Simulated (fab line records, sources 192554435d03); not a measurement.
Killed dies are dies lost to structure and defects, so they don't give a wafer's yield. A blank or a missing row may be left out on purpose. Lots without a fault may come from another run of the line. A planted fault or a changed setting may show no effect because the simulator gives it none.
Which tool did it? | flow n5_finfet | 11 lots, 30 wafers sampled, at 5 steps of a route of 1938

WHAT THE GAUGES READ, wafer by wafer
N5_SDB_CD_MEAS_11: target cd 50 nm. Usual: cd_nm 49.3 nm, standard deviation 1.3.
lot  | measured    | on        | cd_nm (nm)     | flag
L895 | day 3 17:17 | cd_sem-03 | 48.2 47.7 50.0 |
L899 | day 4 17:36 | cd_sem-02 | 47.6 46.9 48.2 |
L901 | day 5 05:40 | cd_sem-02 | 49.3 50.1      |
L902 | day 5 10:52 | cd_sem-02 | 48.4 47.4 50.7 |
L903 | day 5 18:45 | cd_sem-03 | 49.8 50.3 52.8 |
L904 | day 5 23:16 | cd_sem-02 | 50.3 49.3      |
L906 | day 6 12:56 | cd_sem-03 | 51.3 50.3 51.4 |
L908 | day 6 23:46 | cd_sem-03 | 49.8 48.5      |
L916 | day 8 22:06 | cd_sem-01 | 49.5 48.2 49.2 |
L917 | day 9 06:55 | cd_sem-01 | 51.2 49.4 48.8 |
L918 | day 9 11:52 | cd_sem-01 | 50.7 49.3 48.3 |

N5_SDB_OVL_MEAS_12. Usual: SDB_OVL 0.1 nm, standard deviation 0.71.
lot  | measured    | on         | SDB_OVL (nm)   | flag
L895 | day 3 17:19 | overlay-01 | 1.4 0.4 1.7    |
L899 | day 4 17:38 | overlay-01 | -0.7 0.6 -0.3  |
L901 | day 5 05:42 | overlay-01 | -0.5 0.6       |
L902 | day 5 10:54 | overlay-01 | -0.9 -0.4 -0.1 |
L903 | day 5 18:47 | overlay-02 | 0.3 0.0 -0.1   |
L904 | day 5 23:17 | overlay-01 | 0.3 -0.3       |
L906 | day 6 12:58 | overlay-01 | -0.7 -0.6 0.6  |
L908 | day 6 23:48 | overlay-02 | 0.6 0.6        |
L916 | day 8 22:08 | overlay-01 | -0.3 -1.1 -1.5 |
L917 | day 9 06:57 | overlay-01 | -1.1 0.1 0.3   |
L918 | day 9 11:54 | overlay-01 | -0.3 0.7 0.7   |

N5_BEOL_M4_RC_MEAS_101. Usual: DIBL_N 35.3 mV/V, standard deviation 1.8; DIBL_P 35.2 mV/V, standard deviation 2.2; IOFF_N 0.144 nA/um, standard deviation 0.029; IOFF_P 0.19 nA/um, standard deviation 0.031; ION_N 670 uA/um, standard deviation 12; ION_P 460 uA/um, standard deviation 7.6; SS_N 71.2 mV/dec, standard deviation 0.62; SS_P 73.0 mV/dec, standard deviation 0.69; VT_N 251 mV, standard deviation 3.4; VT_P -251.4 mV, standard deviation 2.6.
lot  | measured     | on        | DIBL_N (mV/V)  | DIBL_P (mV/V)  | IOFF_N (nA/um)    | IOFF_P (nA/um) | ION_N (uA/um) | ION_P (uA/um) | SS_N (mV/dec)  | SS_P (mV/dec)  | VT_N (mV)   | VT_P (mV)            | flag
L895 | day 8 03:44  | prober-01 | 35.7 35.0 37.2 | 34.0 33.2 35.5 | 0.122 0.117 0.147 | 0.17 0.17 0.20 | 655 663 672   | 454 458 464   | 71.6 71.0 71.9 | 73.3 72.6 74.1 | 256 254 252 | -253.7 -252.2 -250.0 |
L899 | day 10 14:41 | prober-01 | 33.6 34.9 34.4 | 33.4 35.3 34.1 | 0.115 0.136 0.120 | 0.17 0.18 0.16 | 649 664 659   | 449 455 452   | 70.6 70.9 71.2 | 73.0 72.0 73.2 | 256 253 254 | -253.6 -253.6 -251.5 |
L901 | day 10 21:05 | prober-01 | 29.2 34.0      | 27.8 34.2      | 0.072 0.124       | 0.10 0.16      | 628 651       | 436 449       | 69.8 71.8      | 72.0 73.0      | 263 255     | -260.2 -253.9        |
L902 | day 10 21:23 | prober-02 | 35.3 33.4 33.2 | 35.4 32.8 33.2 | 0.144 0.116 0.124 | 0.20 0.16 0.18 | 670 660 668   | 469 461 460   | 71.5 70.9 70.3 | 73.3 72.2 72.4 | 250 254 249 | -250.0 -254.0 -250.6 |
L903 | day 10 22:10 | prober-02 | 31.7 35.2 35.5 | 32.1 36.9 36.9 | 0.103 0.156 0.157 | 0.14 0.21 0.20 | 658 673 679   | 455 461 462   | 70.2 71.4 71.3 | 72.0 73.1 73.4 | 257 251 249 | -255.7 -253.1 -249.9 |
L904 | day 11 00:54 | prober-02 | 37.6 37.7      | 38.0 38.2      | 0.183 0.181       | 0.24 0.24      | 682 683       | 463 464       | 71.2 71.9      | 73.8 74.0      | 248 245     | -247.8 -249.2        |
L906 | day 11 05:44 | prober-02 | 36.4 37.2 35.8 | 34.6 36.3 34.6 | 0.139 0.151 0.131 | 0.20 0.22 0.19 | 660 668 674   | 456 464 464   | 70.8 71.5 71.6 | 72.9 73.7 72.4 | 252 251 252 | -251.3 -249.3 -250.5 |
L908 | day 11 07:22 | prober-01 | 34.3 36.0      | 33.8 36.2      | 0.124 0.150       | 0.18 0.21      | 679 687       | 469 471       | 71.9 72.0      | 72.3 72.4      | 254 249     | -251.6 -249.7        |
L916 | day 14 06:23 | prober-02 | 38.2 36.5 33.5 | 38.3 36.2 32.3 | 0.193 0.149 0.112 | 0.24 0.22 0.16 | 678 677 671   | 463 461 467   | 72.3 71.6 71.1 | 73.8 72.4 71.8 | 246 252 251 | -248.2 -249.9 -253.5 |
L917 | day 14 12:19 | prober-01 | 35.8 37.0 33.9 | 35.3 37.5 33.2 | 0.138 0.159 0.114 | 0.20 0.23 0.16 | 668 661 651   | 456 460 450   | 71.2 71.6 70.2 | 73.1 72.8 72.4 | 250 250 254 | -249.3 -248.0 -253.4 |
L918 | day 15 05:55 | prober-01 | 35.6 40.4 37.9 | 34.8 40.9 37.7 | 0.137 0.234 0.171 | 0.18 0.28 0.23 | 667 680 670   | 456 461 460   | 71.4 73.2 72.4 | 73.4 74.8 74.4 | 254 244 247 | -254.8 -247.3 -250.3 |

WHICH TOOL RAN EACH LOT (tool, then ch and the chambers of the sampled wafers, then the start)
lot  | N5_SD_ACTIVATION_RTA_00         | N5_ILD0_ALD_15
L895 | rtp_anneal-01 ch 0, day 3 09:55 | ald_sin-01 ch 0,1, day 3 14:25
L899 | rtp_anneal-02 ch 0, day 4 10:06 | ald_sin-01 ch 1,2, day 4 14:35
L901 | rtp_anneal-02 ch 0, day 4 21:41 | ald_sin-01 ch 0,2, day 5 02:40
L902 | rtp_anneal-01 ch 0, day 5 03:24 | ald_sin-01 ch 1,2, day 5 07:52
L903 | rtp_anneal-02 ch 0, day 5 11:11 | ald_sin-01 ch 0,1,2, day 5 15:44
L904 | rtp_anneal-02 ch 0, day 5 15:50 | ald_sin-01 ch 0,2, day 5 20:15
L906 | rtp_anneal-01 ch 0, day 6 05:34 | ald_sin-01 ch 1,2, day 6 10:03
L908 | rtp_anneal-02 ch 0, day 6 16:14 | ald_sin-01 ch 0,2, day 6 21:50
L916 | rtp_anneal-01 ch 0, day 8 14:34 | ald_sin-04 ch 0,1, day 8 19:05
L917 | rtp_anneal-01 ch 0, day 8 23:05 | ald_sin-03 ch 1,2,3, day 9 03:55
L918 | rtp_anneal-02 ch 0, day 9 03:34 | ald_sin-04 ch 0,1,2, day 9 08:41
- N5_SD_ACTIVATION_RTA_00: time 0 s.
- N5_ILD0_ALD_15: deposits SiNx, target thk 24 nm, pulse time 1 s, ald cycles 480.

WHAT THE TOOLS THEMSELVES READ (means of the sampled wafers that have a number; where no wafer has one, the mark that the record gives instead)
N5_SD_ACTIVATION_RTA_00. Usual: lamp_power_pct 8.95 %, standard deviation 0.053; wafer_temp_C_max 974.8, standard deviation 1.8.
lot  | tool          | lamp_power_pct (%) | wafer_temp_C_max | flag
L895 | rtp_anneal-01 | 8.93               | 972.6            |
L899 | rtp_anneal-02 | 8.99               | 975.1            |
L901 | rtp_anneal-02 | 8.93               | 975.9            |
L902 | rtp_anneal-01 | 9.03               | 974.7            |
L903 | rtp_anneal-02 | 8.97               | 974.9            |
L904 | rtp_anneal-02 | 8.91               | 976.0            |
L906 | rtp_anneal-01 | 8.94               | 977.2            |
L908 | rtp_anneal-02 | 8.92               | 976.5            |
L916 | rtp_anneal-01 | 8.96               | 974.5            |
L917 | rtp_anneal-01 | 8.97               | 975.6            |
L918 | rtp_anneal-02 | 8.97               | 972.9            |

N5_ILD0_ALD_15. Usual: heater_power_w 871 W, standard deviation 72; precursor_pulse_height_rel 0.998, standard deviation 0.02.
lot  | tool       | heater_power_w (W) | precursor_pulse_height_rel | flag
L895 | ald_sin-01 | 799                | 0.992                      |
L899 | ald_sin-01 | 840                | 1.024                      |
L901 | ald_sin-01 | 772                | 1.000                      |
L902 | ald_sin-01 | 848                | 0.995                      |
L903 | ald_sin-01 | 804                | 1.007                      |
L904 | ald_sin-01 | 778                | 0.994                      |
L906 | ald_sin-01 | 825                | 0.985                      |
L908 | ald_sin-01 | 788                | 0.994                      |
L916 | ald_sin-04 | 911                | 1.013                      |
L917 | ald_sin-03 | 903                | 1.009                      |
L918 | ald_sin-04 | 909                | 0.991                      |

THE ANSWER, worked out from the rows above alone
Rule: a lot is off if the mean of its wafers that have a number lies more than 3 standard deviations from the usual mean. A lot without any number at a reading at which 4 lots or more have one is off too. The other lots that the step has rows for count as sound. The gauges are gone through in route order, then the tools' own readings, and for those a lot's mean is taken as printed above. The first step at which some lot is off is used, and at that step the reading that is off furthest; a lot without a number counts as furthest.
No lot is off at any reading shown: from this, nothing can be told.

WHAT THE SIMULATOR HAD PUT IN
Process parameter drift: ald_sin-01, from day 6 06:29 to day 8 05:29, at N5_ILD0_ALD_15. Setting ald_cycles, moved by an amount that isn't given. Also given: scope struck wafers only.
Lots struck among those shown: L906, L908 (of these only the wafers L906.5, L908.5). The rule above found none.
